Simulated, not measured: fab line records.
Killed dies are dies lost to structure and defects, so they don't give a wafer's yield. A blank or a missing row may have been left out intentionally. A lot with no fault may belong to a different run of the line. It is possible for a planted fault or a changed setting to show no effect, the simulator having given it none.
The tool behind it: which one? + flow nandHarc + 12 lots with 36 wafers sampled at 6 steps, on a route of 1302 steps

## WHAT THE GAUGES READ, wafer by wafer
NHARC_A_M0_OVL_MEAS_10: pitch 160 nm.
| lot  | measured     | on         | overlayXNm (nm) |
|------|--------------|------------|-----------------|
| L075 | day 22 17:06 | overlay-01 | -0.9 -0.8 -1.1  |
| L078 | day 23 20:50 | overlay-01 | 0.0 -0.3 -0.1   |
| L080 | day 24 10:38 | overlay-01 | 0.3 0.5 0.4     |
| L081 | day 25 15:40 | overlay-01 | -0.3 -0.2 -0.5  |
| L082 | day 26 08:05 | overlay-02 | -0.4 -0.8 -1.1  |
| L084 | day 26 19:56 | overlay-02 | 0.3 0.1 -0.3    |
| L087 | day 27 15:47 | overlay-02 | -0.5 -0.6 -0.7  |
| L089 | day 28 06:49 | overlay-01 | 0.0 0.6 0.3     |
| L091 | day 30 02:37 | overlay-01 | -1.0 -1.0 -1.0  |
| L092 | day 30 13:32 | overlay-01 | -0.2 -0.8 -0.7  |
| L095 | day 31 11:29 | overlay-02 | -1.6 -1.4 -1.7  |
| L097 | day 32 03:40 | overlay-01 | -2.0 -1.5 -2.0  |

## WHAT TOOL EACH LOT RAN ON (gives the tool, then ch and the chambers of the sampled wafers, and finally the start)
| lot  | NHARC_A_CONTACT_ETCH_124           | NHARC_A_CONTACT_DEP_85          | NHARC_A_BLC_DESCUM_15             | NHARC_A_BLC_DEGAS_30        | NHARC_A_BLC_ALD_23                 |
|------|------------------------------------|---------------------------------|-----------------------------------|-----------------------------|------------------------------------|
| L075 | harCapEtch-03 ch 0,1, day 21 23:30 | pecvd-01 ch 0,1, day 22 04:57   | rieDiel-09 ch 0,1,3, day 22 13:10 | pvdSputter-03, day 22 14:44 | aldMetal-01 ch 1,2,3, day 22 14:58 |
| L078 | harCapEtch-02 ch 0,1, day 23 03:36 | pecvd-02 ch 0,2, day 23 09:32   | rieDiel-09 ch 1,3, day 23 16:46   | pvdSputter-03, day 23 18:32 | aldMetal-03 ch 2,3, day 23 18:45   |
| L080 | harCapEtch-02 ch 0,1, day 23 17:57 | pecvd-04 ch 1,2, day 23 23:14   | rieDiel-13 ch 0,1,3, day 24 06:43 | pvdSputter-01, day 24 08:15 | aldMetal-02 ch 1,2, day 24 08:30   |
| L081 | harCapEtch-01 ch 0,1, day 24 22:21 | pecvd-04 ch 0,1,2, day 25 04:30 | rieDiel-07 ch 0,3, day 25 11:52   | pvdSputter-02, day 25 13:26 | aldMetal-02 ch 1,2, day 25 13:41   |
| L082 | harCapEtch-03 ch 0,1, day 25 15:17 | pecvd-01 ch 1,2, day 25 20:35   | rieDiel-07 ch 0,1,3, day 26 04:11 | pvdSputter-02, day 26 05:44 | aldMetal-02 ch 0,1,2, day 26 06:01 |
| L084 | harCapEtch-03 ch 0,1, day 26 03:21 | pecvd-02 ch 0,1, day 26 08:44   | rieDiel-13 ch 1,2,3, day 26 16:01 | pvdSputter-03, day 26 17:34 | aldMetal-03 ch 1,2,3, day 26 17:49 |
| L087 | harCapEtch-02 ch 0,1, day 26 22:31 | pecvd-04 ch 0,1, day 27 04:06   | rieDiel-13 ch 1,2,3, day 27 11:29 | pvdSputter-02, day 27 13:02 | aldMetal-03 ch 0,1,2, day 27 13:17 |
| L089 | harCapEtch-02 ch 0,1, day 27 14:05 | pecvd-02 ch 0,1,2, day 27 19:32 | rieDiel-13 ch 1,2, day 28 02:43   | pvdSputter-01, day 28 04:19 | aldMetal-01 ch 0,2,3, day 28 04:34 |
| L091 | harCapEtch-02 ch 0,1, day 29 09:43 | pecvd-01 ch 0,1,2, day 29 15:19 | rieDiel-07 ch 2,3, day 29 22:41   | pvdSputter-02, day 30 00:15 | aldMetal-03 ch 0,1,2, day 30 00:31 |
| L092 | harCapEtch-02 ch 0,1, day 29 20:04 | pecvd-04 ch 0,2, day 30 02:28   | rieDiel-13 ch 1,2,3, day 30 09:35 | pvdSputter-03, day 30 11:11 | aldMetal-02 ch 1,3, day 30 11:25   |
| L095 | harCapEtch-03 ch 0,1, day 30 17:49 | pecvd-01 ch 0,2, day 30 23:38   | rieDiel-07 ch 0,1,3, day 31 07:05 | pvdSputter-01, day 31 08:39 | aldMetal-02 ch 0,1, day 31 08:53   |
| L097 | harCapEtch-02 ch 0,1, day 31 11:16 | pecvd-02 ch 0,1,2, day 31 16:32 | rieDiel-13 ch 0,1,3, day 31 23:46 | pvdSputter-03, day 32 01:19 | aldMetal-03 ch 0,1,2, day 32 01:37 |
- NHARC_A_CONTACT_ETCH_124: etches the open film in C4F8/O2/Ar, time 140 s, target depth 700 nm.
- NHARC_A_CONTACT_DEP_85: deposits SiON, target thk 60 nm.
- NHARC_A_BLC_DESCUM_15: chemistry O2, time 3 s.
- NHARC_A_BLC_DEGAS_30: time 60 s.
- NHARC_A_BLC_ALD_23: deposits TiN, target thk 3 nm, pulse time 1 s, ald cycles 150.

## THE ANSWER, worked out from the rows above alone
Rule: what is usual is taken from the lots themselves. The widest of any qualifying gaps counts: lots, ordered by their means at a reading, are off when they make up no more than a third of the lots, leave a main group of 4 or more, and stand apart from it by 3 or more times the standard deviation of that group's means. A main group whose means are all the same, to the digits that the tables above print for the reading, isn't used. A lot without any number at a reading at which 4 lots or more have one is off too. All remaining lots with rows at the step are treated as sound.
Across all readings shown, no lot is off: no conclusion can be drawn from this.

## WHAT THE SIMULATOR PUT IN
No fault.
